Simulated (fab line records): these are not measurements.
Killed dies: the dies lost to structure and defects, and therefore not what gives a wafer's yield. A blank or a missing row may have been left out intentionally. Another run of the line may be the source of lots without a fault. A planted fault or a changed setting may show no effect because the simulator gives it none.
Matching of chambers :: flow n5 finfet :: ald sin-01 running N5_SD_EPI_N_LINER_46: 4 sister chambers
The step material SiNx, target thk 3 nm. 4 wafers are shown with their chamber, then 9 later ones without.

## WAFERS WITH THEIR CHAMBER
wafer: L077.5
chamber: 3
heater power w (W): 964

wafer: L083.6
chamber: 1
heater power w (W): 681

wafer: L087.3
chamber: 0
heater power w (W): 752

wafer: L087.6
chamber: 2
heater power w (W): 944

## WAFERS MISSING THEIR CHAMBER
wafer: L088.2
heater power w (W): 978

wafer: L088.3
heater power w (W): 693

wafer: L088.5
heater power w (W): 679

wafer: L091.1
heater power w (W): 684

wafer: L091.3
heater power w (W): 936

wafer: L091.4
heater power w (W): 933

wafer: L097.1
heater power w (W): 733

wafer: L097.2
heater power w (W): 935

wafer: L097.6
heater power w (W): 698

## CHAMBER TAKEN BY EACH
wafer: L088.2
from the rows above: can't be placed: 3 or 2
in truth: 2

wafer: L088.3
from the rows above: 1
in truth: 1

wafer: L088.5
from the rows above: 1
in truth: 1

wafer: L091.1
from the rows above: 1
in truth: 1

wafer: L091.3
from the rows above: can't be placed: 2 or 3
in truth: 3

wafer: L091.4
from the rows above: can't be placed: 2 or 3
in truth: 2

wafer: L097.1
from the rows above: 0
in truth: 0

wafer: L097.2
from the rows above: can't be placed: 2 or 3
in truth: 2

wafer: L097.6
from the rows above: 1
in truth: 1
Correct placement for 5 of the 9. These rows do not allow placing 4 (true chamber among the candidates in 4). 0 placed wrongly.
How it was worked out, from the rows above alone: a wafer's distance from a chamber is the root of the sum, over the readings, of the square of ((its reading less the chamber's mean) divided by the reading's scatter). If the next closest chamber is less than 2 further off than the closest, the wafer can't be placed; otherwise it belongs to the closest. Each chamber's mean is taken over the wafers shown for it. The scatter (one wafer shown for each chamber): square how far every hidden wafer sits from the nearest shown wafer, average those squares and take the square root.
